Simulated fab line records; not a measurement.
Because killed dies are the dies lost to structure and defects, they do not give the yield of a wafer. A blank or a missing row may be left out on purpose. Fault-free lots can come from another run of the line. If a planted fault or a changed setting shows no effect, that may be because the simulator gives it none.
fab line records	flow nandHarc
[record] lots = 12	wafers = 36	lastDay = 34
route steps=1302 shown A_STAIRCASE@719 END@1302
lots that met no fault: from a run of the same line without faults
startH: the number of hours between the record's first day and the start of the first shown wafer of the lot	waitH: how many hours have passed since the lot's step before this one	" identical to the entry in the row above	L1.1+2: a row that stands for several wafers	- either no value or no given start	* or withheld: withheld	< > ~ a bound
route shown NAME@n: a module of which the file shows steps, and the number in the route of the first	usual: average and standard deviation across the fault-free wafers	same: alike in all rows	chamber/n: place in a boat	sites: the reading at each site	_std_site: their standard deviation	_edge_site: inner sites' mean taken away from outer sites' mean	radiusMm: how far each site lies from the wafer's centre	mask NAME#n: copy n	behind: the tool/chamber that last shaped the wafer	hold: reason for holding the lot/hours on hold/outcome of the hold	device: which transistor (n, p or np) failed to switch	end of line: tests of these same wafers at the route's end	a step without rows: its recipe alone	killed: dies lost to structure and defects at the first sort, not the wafer's yield	map: per-die view of a wafer (x killed, . not killed, _ where there is no die)
set.NAME: the setting as run; set.NAME@STEP: as run at that earlier step	model.NAME: the simulator's own value behind a step, which no gauge read
the route's steps for a sample of lots (tables are steps, rows are wafers)
services: from which hour (startH, from the record's first day; less than 0 if before it) a tool's chamber was out of use, for how many hours, and why
[[steps]]
[step NHARC_A_STAIRCASE_STRIP_205]
[recipe] powerW = 1500	tempC = 250	chemistry = O2
[usual] drypumpMotorCurrentA = 5.6/0.62	heaterPowerW = 315/32
lot.wafer	tool	chamber	startH	waitH	drypumpMotorCurrentA	heaterPowerW	rfHoursCounterH
L470.1	plasmaAsher-02	1	349.87	2.5	4.9	323	18
L470.2	"	0	"	"	6.2	268	18
L470.3	"	0	"	"	6.2	268	-
L471.2	plasmaAsher-01	0	378.33	0.1	5.1	336	5
L471.3	"	0	"	"	5.1	338	-
L471.6	"	0	"	"	5.2	333	-
L474.3	plasmaAsher-02	0	389.44	0.2	6.2	274	-
L474.6	"	0	"	"	6.2	262	-
L474.5	"	1	"	"	4.9	327	-
L475.1	plasmaAsher-01	1	398.36	0.1	6.3	359	10
L475.5	"	1	"	"	6.3	347	-
L475.6	"	0	"	"	5.1	340	-
L479.1	plasmaAsher-02	1	457.63	0.2	4.9	315	9
L479.2	"	0	"	"	6.2	272	9
L479.4	"	1	"	"	4.9	316	-
L481.2	plasmaAsher-02	0	471.64	0.1	6.2	275	14
L481.4	"	0	"	"	6.2	268	-
L481.5	"	0	"	"	6.2	266	-
L486.4	plasmaAsher-01	1	519.01	0.2	6.2	356	-
L486.3	"	0	"	"	5.1	345	-
L486.5	"	1	"	"	6.3	352	-
L489.1	plasmaAsher-01	1	558.15	0.1	6.3	368	5
L489.4	"	0	"	"	5.1	334	-
L489.5	"	0	"	"	5.1	322	-
L490.1	plasmaAsher-02	1	558.47	0.1	4.9	323	34
L490.4	"	1	"	"	4.9	323	-
L490.3	"	0	"	"	6.2	272	-
L491.2	plasmaAsher-02	1	561.84	0.1	4.9	327	35
L491.3	"	0	"	"	6.2	275	-
L491.6	"	1	"	"	4.9	322	-
L492.4	plasmaAsher-02	0	588.11	0.2	6.2	275	-
L492.5	"	0	"	"	6.2	271	-
L492.6	"	1	"	"	4.9	322	-
L493.1	plasmaAsher-01	1	605.45	0.1	6.3	365	14
L493.2	"	0	"	"	5.1	331	14
L493.4	"	1	"	"	6.2	368	-
[step NHARC_A_STAIRCASE_TRIM_222]
[recipe] timeS = 211.2	o2FlowSccm = 500	arFlowSccm = 0	biasW = 0	chemistry = O2
[usual] drypumpMotorCurrentA = 5.9/0.41	oesProductAu = 1.003/0.0072	rfVppV = 57.8/0.88	showerheadPlenumPTorr = 3.52/0.14	throttleValvePct = 17.036/0.0089
[same] timeS = 211.2
lot.wafer	tool	chamber	startH	waitH	drypumpMotorCurrentA	oesProductAu	rfHoursCounterH	rfVppV	showerheadPlenumPTorr	throttleValvePct
L470.3	rieDiel-10	2	-	-	6.3	1.003	36	58.3	3.40	17.040
L470.2	"	3	"	"	5.4	0.990	34	57.5	3.57	17.044
L470.1	"	0	"	"	5.9	1.008	29	57.6	3.54	17.031
L471.3	rieDiel-04	2	-	-	6.0	1.018	4	56.5	3.36	17.029
L471.2	"	1	"	"	6.4	1.010	4	57.8	3.52	17.031
L471.6	"	3	"	"	5.7	0.996	-	57.0	3.34	17.025
L474.3	rieDiel-10	1	-	-	5.8	1.011	45	59.3	3.74	17.027
L474.6	"	3	"	"	5.4	1.007	-	58.1	3.56	17.038
L474.5	"	0	"	"	5.9	1.007	-	56.7	3.54	17.048
L475.1	rieDiel-04	2	-	-	6.0	1.008	14	56.8	3.36	17.033
L475.6	"	0	"	"	5.4	1.000	-	57.5	3.45	17.041
L475.5	"	1	"	"	6.4	1.000	-	57.6	3.52	17.019
L479.2	rieDiel-10	2	-	-	6.3	0.997	9	59.0	3.38	17.026
L479.1	"	3	"	"	5.3	1.016	9	57.4	3.55	17.038
L479.4	"	1	"	"	5.8	0.994	-	58.4	3.73	17.044
L481.2	rieDiel-04	0	-	-	5.4	1.003	45	56.6	3.44	17.041
L481.5	"	1	"	"	6.4	1.004	-	56.4	3.50	17.052
L481.4	"	3	"	"	5.7	1.007	-	56.5	3.31	17.042
L486.3	rieDiel-10	1	-	-	5.8	1.002	31	58.7	3.72	17.037
L486.4	"	3	"	"	5.4	1.002	31	55.5	3.54	17.032
L486.5	"	2	"	"	6.3	1.002	-	58.1	3.37	17.038
L489.1	rieDiel-04	2	-	-	6.0	1.004	7	56.3	3.34	17.051
L489.5	"	1	"	"	6.4	1.012	-	57.2	3.49	17.051
L489.4	"	2	"	"	6.0	1.008	-	56.8	3.34	17.026
L490.3	rieDiel-04	1	-	-	6.4	1.006	8	58.0	3.49	17.046
L490.1	"	0	"	"	5.4	1.006	6	55.7	3.42	17.034
L490.4	"	0	"	"	5.4	1.010	-	56.3	3.43	17.027
L491.2	rieDiel-03	0	-	-	6.1	0.992	30	58.1	3.75	17.038
L491.3	"	2	"	"	6.9	1.003	27	58.9	3.58	17.048
L491.6	"	1	"	"	5.2	0.995	-	58.1	3.76	17.036
L492.4	rieDiel-03	1	-	-	5.2	0.991	44	57.8	3.75	17.027
L492.6	"	3	"	"	6.0	1.007	-	58.2	3.60	17.042
L492.5	"	0	"	"	6.1	0.985	-	59.1	3.75	17.035
L493.4	rieDiel-03	0	-	-	6.2	0.985	44	58.3	3.75	17.025
L493.2	"	1	"	"	5.2	1.001	49	58.0	3.75	17.044
L493.1	"	2	"	"	6.8	1.004	39	58.8	3.58	17.036
[step NHARC_A_STAIRCASE_ETCH_232]
[recipe] targetDepthA = 1000	timeS = 40.5	ionEnergyEv = 400	c4f8FlowSccm = 20	o2FlowSccm = 10	arFlowSccm = withheld	rfW = 600	biasW = 1000	chemistry = C4F8/O2
[usual] oesProductAu = 0.947/0.012	rfVppV = 896/5.6	runLengthS = 62.1/0.41
lot.wafer	tool	chamber	startH	waitH	oesProductAu	rfHoursCounterH	rfVppV	runLengthS
L470.1	rieDiel-10	1	353.07	-	0.946	34	903	62.2
L470.3	"	3	"	"	0.942	35	896	62.6
L470.2	"	0	"	"	0.931	30	898	62.1
L471.3	rieDiel-04	2	381.47	-	0.961	5	890	62.5
L471.2	"	0	"	"	0.945	6	893	62.6
L471.6	"	1	"	"	0.940	-	895	62.1
L474.3	rieDiel-10	3	392.49	-	0.936	48	900	62.4
L474.5	"	1	"	"	0.938	-	903	61.9
L474.6	"	2	"	"	0.942	-	890	62.3
L475.1	rieDiel-10	0	402.04	-	0.936	46	896	62.2
L475.6	"	1	"	"	0.938	-	904	61.8
L475.5	"	2	"	"	0.940	-	890	62.3
L479.4	rieDiel-10	2	467.48	-	0.940	16	889	62.9
L479.1	"	3	"	"	0.941	16	898	61.9
L479.2	"	0	"	"	0.943	1	896	34.0
L481.2	rieDiel-10	2	475.84	-	0.963	20	891	62.4
L481.4	"	0	"	"	0.955	4	896	33.5
L481.5	"	2	"	"	0.958	-	891	62.6
L486.3	rieDiel-03	2	522.02	-	0.973	12	898	61.4
L486.4	"	1	"	"	0.955	20	904	61.6
L486.5	"	2	"	"	0.971	-	897	61.4
L489.1	rieDiel-10	1	561.35	-	0.948	43	903	61.9
L489.4	"	0	"	"	0.949	29	895	62.2
L489.5	"	2	"	"	0.969	-	890	62.4
L490.1	rieDiel-10	0	561.91	-	0.954	29	895	62.4
L490.4	"	2	"	"	0.941	48	889	62.4
L490.3	"	3	"	"	0.945	49	896	62.0
L491.2	rieDiel-04	0	564.93	-	0.952	7	892	62.1
L491.3	"	2	"	"	0.946	9	889	62.1
L491.6	"	0	"	"	0.948	-	893	62.0
L492.4	rieDiel-10	1	591.09	-	0.964	52	902	61.9
L492.6	"	3	"	"	0.959	-	895	62.3
L492.5	"	0	"	"	0.962	-	895	62.1
L493.4	rieDiel-03	3	611.40	-	0.933	49	898	61.4
L493.1	"	1	"	"	0.938	51	904	62.2
L493.2	"	2	"	"	0.927	43	897	61.2
[step NHARC_A_STAIRCASE_ETCH_236]
[recipe] targetDepthA = 1000	timeS = 40.5	ionEnergyEv = 400	c4f8FlowSccm = 20	o2FlowSccm = 10	arFlowSccm = withheld	rfW = 600	biasW = 1000	chemistry = C4F8/O2
[usual] oesProductAu = 0.945/0.01	rfVppV = 896/5.4	runLengthS = 62.1/0.38
[same] timeS = 40.5
lot.wafer	tool	chamber	startH	waitH	oesProductAu	rfHoursCounterH	rfVppV	runLengthS
L470.2	rieDiel-10	1	-	-	0.962	34	904	62.3
L470.3	"	2	"	"	0.945	37	891	62.4
L470.1	"	3	"	"	0.943	35	898	62.1
L471.3	rieDiel-04	1	-	-	0.934	5	897	62.1
L471.2	"	0	"	"	0.951	7	894	61.9
L471.6	"	2	"	"	0.947	-	889	62.5
L474.3	rieDiel-10	2	-	-	0.946	51	891	63.0
L474.6	"	0	"	"	0.951	-	897	62.1
L474.5	"	1	"	"	0.948	-	905	62.1
L475.1	rieDiel-10	0	-	-	0.945	46	896	62.3
L475.5	"	1	"	"	0.939	-	901	62.2
L475.6	"	2	"	"	0.939	-	892	62.6
L479.1	rieDiel-10	2	-	-	0.937	16	890	62.6
L479.4	"	0	"	"	0.973	1	896	61.9
L479.2	"	1	"	"	0.939	16	902	62.0
L481.2	rieDiel-10	1	-	-	0.944	20	903	62.0
L481.4	"	3	"	"	0.936	20	896	62.2
L481.5	"	2	"	"	0.936	-	891	62.6
L486.4	rieDiel-03	0	-	-	0.937	16	904	61.4
L486.3	"	2	"	"	0.960	13	898	61.8
L486.5	"	0	"	"	0.947	-	905	62.1
L489.1	rieDiel-10	2	-	-	0.953	48	889	62.9
L489.4	"	1	"	"	0.953	43	902	62.2
L489.5	"	2	"	"	0.949	-	890	62.5
L490.3	rieDiel-10	1	-	-	0.955	44	903	62.3
L490.1	"	2	"	"	0.960	48	889	62.8
L490.4	"	3	"	"	0.945	50	896	61.9
L491.2	rieDiel-04	1	-	-	0.937	9	896	62.4
L491.3	"	2	"	"	0.944	9	889	62.3
L491.6	"	1	"	"	0.945	-	895	62.4
L492.4	rieDiel-10	0	-	-	0.976	39	897	62.3
L492.6	"	1	"	"	0.967	-	904	61.8
L492.5	"	2	"	"	0.938	-	889	62.4
L493.4	rieDiel-03	3	-	-	0.932	50	900	61.4
L493.1	"	0	"	"	0.911	47	904	61.4
L493.2	"	2	"	"	0.923	44	897	61.5
[step NHARC_END_SORT_01]
[recipe] tempC = 25
[usual] killedAtArray = 63/18	killedAtOther = 1.1/1.3	killedAtPeriphery = 4.3/2.8	killedDies = 68/18	killedOpen = 3.3/2	killedShort = 2.4/1.6
[same] grossDies = 677
lot.wafer	tool	chamber	startH	waitH	killedAtArray	killedAtOther	killedAtPeriphery	killedDies	killedOpen	killedShort
L479.1	prober-01	0	728.97	2.5	20	1	6	27	2	5
L479.2	prober-01	0	729.76	2.8	670	0	7	677	5	2
L479.4	prober-01	0	731.35	3.4	22	1	7	30	2	4
L481.2	prober-01	0	745.36	2.8	72	1	6	79	2	1
L481.4	prober-01	0	746.95	3.4	665	1	11	677	2	2
L481.5	prober-01	0	747.75	3.7	73	1	1	75	4	5
// killed by level:class
L479.1 A_CHANNEL_HOLE_D1:chamberFilmFlake=6 P_BONDPAD:chamberFilmFlake=4 A_STAIRCASE:chamberFilmFlake=4 A_WL_FILL:geometricParticle:short=3 P_STI:geometricParticle:short=1 P_M0:geometricParticle:open=1 A_ONON_D1:geometricParticle:short=1 A_WL_FILL:geometricParticle:open=1
L479.2 A_STAIRCASE:areaEtch=653 A_CHANNEL_HOLE_D1:chamberFilmFlake=3 A_CHANNEL_HOLE_D2:unspecified=3 A_ONON_D1:geometricParticle:open=2 P_ZERO_WELL:chamberFilmFlake=2 A_STAIRCASE:chamberFilmFlake=2 P_STI:geometricParticle:open=1 P_M0:geometricParticle:open=1
L479.4 A_CHANNEL_HOLE_D1:chamberFilmFlake=6 P_BONDPAD:chamberFilmFlake=5 A_STAIRCASE:chamberFilmFlake=5 A_SLIT:chamberFilmFlake=3 P_M0:geometricParticle:short=2 A_CHANNEL_HOLE_D2:unspecified=2 A_ONON_D1:geometricParticle:short=1 A_DECK1_JOINT:geometricParticle:open=1
L481.2 A_CHANNEL_HOLE_D1:chamberFilmFlake=33 A_SLIT:chamberFilmFlake=29 P_GATE:chamberFilmFlake=5 A_STAIRCASE:chamberFilmFlake=3 A_M0:geometricParticle:open=2 A_CONTACT:chamberFilmFlake=2 A_CHANNEL_FILL_D2:geometricParticle:short=1 P_STI:chamberFilmFlake=1
L481.4 A_STAIRCASE:areaEtch=582 A_SLIT:chamberFilmFlake=32 A_CHANNEL_HOLE_D1:chamberFilmFlake=30 P_GATE:chamberFilmFlake=8 A_CONTACT:chamberFilmFlake=8 A_WL_FILL:chamberFilmFlake=4 A_STAIRCASE:chamberFilmFlake=3 A_CHANNEL_FILL_D1:geometricParticle:open=1
L481.5 A_CHANNEL_HOLE_D1:chamberFilmFlake=31 A_SLIT:chamberFilmFlake=23 A_CONTACT:chamberFilmFlake=5 A_WL_FILL:chamberFilmFlake=3 A_STAIRCASE:chamberFilmFlake=2 P_M0:geometricParticle:short=1 A_ONON_D1:geometricParticle:open=1 A_CHANNEL_HOLE_D1:geometricParticle:short=1
[[services]]
tool	chamber	startH	hours	kind
rieDiel-03	2	333.37	8.2	repair
plasmaAsher-01	-	342.00	9.0	pm
rieDiel-10	0	349.52	-	clean
rieDiel-10	1	349.52	-	clean
rieDiel-04	-	355.03	9.0	pm
rieDiel-10	1	378.57	7.1	repair
rieDiel-03	2	388.47	3.9	repair
rieDiel-10	0	408.18	57.3	repair
plasmaAsher-02	-	417.96	0.4	repair
rieDiel-10	-	421.20	9.0	pm
plasmaAsher-02	-	426.08	9.0	pm
rieDiel-04	3	426.47	1.7	repair
rieDiel-04	2	445.86	34.0	repair
plasmaAsher-01	-	446.48	36.9	repair
rieDiel-03	-	460.74	9.0	pm
rieDiel-03	0	475.38	9.6	repair
rieDiel-03	2	490.23	16.0	repair
rieDiel-04	0	505.96	4.3	repair
plasmaAsher-01	-	519.19	9.0	pm
rieDiel-04	2	523.84	18.4	repair
rieDiel-04	-	532.03	9.0	pm
rieDiel-10	-	598.20	9.0	pm
plasmaAsher-02	-	603.77	9.0	pm
rieDiel-04	1	605.55	2.8	repair
[[key]]
[firstSign] step = NHARC_A_STAIRCASE_ETCH_232	reading = runLengthS	direction = down	sigmas = 69	usual = *	struck = *
[effect] step = NHARC_END_SORT_01	reading = killedAtArray	direction = up	sigmas = 34	usual = 63	struck = 668
[moreKillsBornAt] NHARC_A_STAIRCASE_ETCH_232@rieDiel-10 = 1235
metAt NHARC_A_STAIRCASE_ETCH_232
struckLots L479,L481
struckWafers L479.2,L481.4
laterRowsLeftOut L479.2,L481.4
testerLeftOut L479,L481
notActingAt NHARC_A_STAIRCASE_STRIP_205,NHARC_A_STAIRCASE_TRIM_222,NHARC_A_STAIRCASE_ETCH_236
onsetBetween 402.04 467.48
[fault] kind = processParameterDrift	tool = rieDiel-10	chamber = 0	onsetH = 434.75	steps = NHARC_A_STAIRCASE_ETCH_232	channel = timeS	offset = *	shape = step	endH = 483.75	actsIn = *	stated = *
// testerLeftOut: of these lots the tester's yield and bins aren't shown, on N5 and GAA mostly nor the transistor test; their killed dies are dies lost to structure and defects alone, not to doping, threshold or leakage, so they don't give the yield
// laterRowsLeftOut: the simulator's readings of these wafers behind a module that went badly wrong aren't trusted and aren't shown, but for the sort
